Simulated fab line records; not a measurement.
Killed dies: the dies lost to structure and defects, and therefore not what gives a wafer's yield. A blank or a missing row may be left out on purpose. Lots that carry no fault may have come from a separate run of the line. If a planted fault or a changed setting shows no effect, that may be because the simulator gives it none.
Chamber matching	flow nand_harc	NHARC_A_STAIRCASE_DESCUM_270 on rie_diel-13 has 4 sister chambers
The step chemistry O2, time 3 s. 18 wafers are shown with their chamber, then 9 later ones without.

EACH WAFER AND ITS CHAMBER
wafer	chamber	showerhead_plenum_p_Torr (Torr)	oes_product_au (a.u.)	rf_vpp_V (V)
L074.1	2	1.85	1.000	58.1
L074.3	3	1.93	1.007	58.6
L074.6	2	1.85	0.999	57.4
L076.1	2	1.84	1.001	57.1
L076.4	3	1.93	0.999	59.7
L076.5	1	1.97	1.008	57.8
L078.2	2	1.84	0.998	56.5
L078.3	3	1.93	0.992	57.7
L078.5	3	1.93	0.995	59.1
L081.2	2	1.84	1.007	58.3
L081.4	1	1.96	1.007	58.9
L081.6	1	1.96	1.004	58.9
L086.2	2	1.83	1.014	57.2
L086.3	1	1.96	1.012	57.6
L086.6	2	1.83	1.013	58.4
L089.1	0	1.96	0.991	58.1
L089.4	3	1.91	1.002	58.2
L089.6	1	1.96	0.996	59.2

SIGNATURES (averages over the wafers above)
reading	chamber 0	chamber 1	chamber 2	chamber 3	scatter within a chamber
showerhead_plenum_p_Torr	1.9600	1.9620	1.8400	1.9260	0.00756
oes_product_au	0.99100	1.00540	1.00457	0.99900	0.0063
rf_vpp_V	58.100	58.480	57.571	58.660	0.735
Rule: a wafer lies at a distance from a chamber equal to the root of the sum of squares, over the readings, of (its reading less the chamber's mean, divided by the reading's scatter). If the next closest chamber is less than 2 further off than the closest, the wafer can't be placed; otherwise it belongs to the closest. The scatter is the square root of a quotient: the sum, over the shown wafers, of each reading's squared deviation from its chamber's mean, divided by wafers minus chambers.

WAFERS WITH NO CHAMBER GIVEN
wafer	showerhead_plenum_p_Torr (Torr)	oes_product_au (a.u.)	rf_vpp_V (V)
L091.2	1.96	1.005	58.4
L091.3	1.95	0.995	58.1
L091.6	1.96	1.007	58.4
L094.1	1.91	1.007	57.1
L094.2	1.95	1.004	57.7
L094.4	1.96	0.996	58.2
L097.2	1.82	1.007	56.1
L097.4	1.96	1.000	57.9
L097.5	1.82	1.000	58.4

CHAMBER TAKEN BY EACH
wafer	from the rows above	in truth
L091.2	can't be placed: 1 or 0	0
L091.3	can't be placed: 0 or 1 or 3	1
L091.6	1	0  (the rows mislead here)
L094.1	3	3
L094.2	can't be placed: 1 or 0 or 3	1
L094.4	can't be placed: 0 or 1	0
L097.2	2	2
L097.4	can't be placed: 1 or 0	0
L097.5	2	2
Correct placement for 3 of the 9. Cannot be placed on the basis of these rows: 5; the candidates contain the true chamber in 5. Wrongly placed: 1.
